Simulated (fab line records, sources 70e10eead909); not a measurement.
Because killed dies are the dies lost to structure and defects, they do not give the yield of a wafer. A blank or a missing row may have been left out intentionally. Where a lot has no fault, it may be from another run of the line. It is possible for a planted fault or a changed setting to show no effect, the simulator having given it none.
A struck lot beside a sound one | flow nand_harc | 13 out of 1302 route steps
Sound: wafers L610.1, L610.2, L610.4. Struck: wafer L618.5. The cause comes at the end.
At each step with rows: each side's tool, then ch and its chambers, then its first start. Under that, the readings that differ: sound wafers | struck wafers | difference of the means | sigmas: that difference in standard deviations of wafers without a fault.
alike: readings with means less than 2 such deviations apart, plus words and numbers identical on both sides. not compared: withheld readings, readings lacking a value on some wafer, bounds such as >300 that could conceal the same value, and numbers that have no deviation in the record and whose values overlap.
The two part at a step that has a row with sigmas, a row that says differs or no value, or rows on one side only. Numbers that have no deviation but don't overlap get no sigmas and don't part them. A reading missing from all wafers of one side parts the sides only when that side holds two or more wafers.

NHARC_A_BLC_CMP_25: polishes, t overpolish 30 s, target thk 150 nm.
  sound on cmp-01 ch 0,2,3, day 22 09:34; struck on cmp-03 ch 3, day 26 01:07
  alike: motor_current_A, overpolish_run_s, slurry_flow_ml_min, time_to_endpoint_s
  not compared: pad_life_wafers
then, 1 step without rows for these wafers: NHARC_A_BLC_SRD_27.
NHARC_A_BLC_INSPECT_28:
  sound on defect_inspect-02 at day 22 09:58; struck on defect_inspect-01 at day 26 01:25
  reading          | sound       | struck | difference | sigmas
  raw_defect_count | 753 603 783 | 462    | -251       | -2
then, 8 steps without rows for these wafers: NHARC_A_M0_DEP_00 (deposits SiOC, target thk 150 nm); NHARC_A_M0_DEHYDRATE_01 (time 120 s); NHARC_A_M0_HMDS_02 (time 30 s); NHARC_A_M0_COAT_33 (time 65 s); NHARC_A_M0_COAT_03 (resist thk 90 nm); NHARC_A_M0_SOFTBAKE_04 (time 55 s); NHARC_A_M0_EBR_05; NHARC_A_M0_EXPOSE_06 (exposes mask A M0, target cd 80 nm).
NHARC_A_M0_PEB_07: peb time 65 s.
  sound on litho_track-04 ch 0, day 22 10:40; struck on litho_track-06 ch 0, day 26 02:14
  reading                  | sound             | struck | difference | sigmas
  heater_power_total_W (W) | 156.0 156.2 157.0 | 197.0  | +40.6      | +97
then, 1 step without rows for these wafers: NHARC_A_M0_DEVELOP_08 (develop time 35 s).

== WHERE THEY PART ==
Last at NHARC_A_M0_PEB_07 as far as this record goes, first at NHARC_A_BLC_INSPECT_28.

WHY: what the simulator had put in
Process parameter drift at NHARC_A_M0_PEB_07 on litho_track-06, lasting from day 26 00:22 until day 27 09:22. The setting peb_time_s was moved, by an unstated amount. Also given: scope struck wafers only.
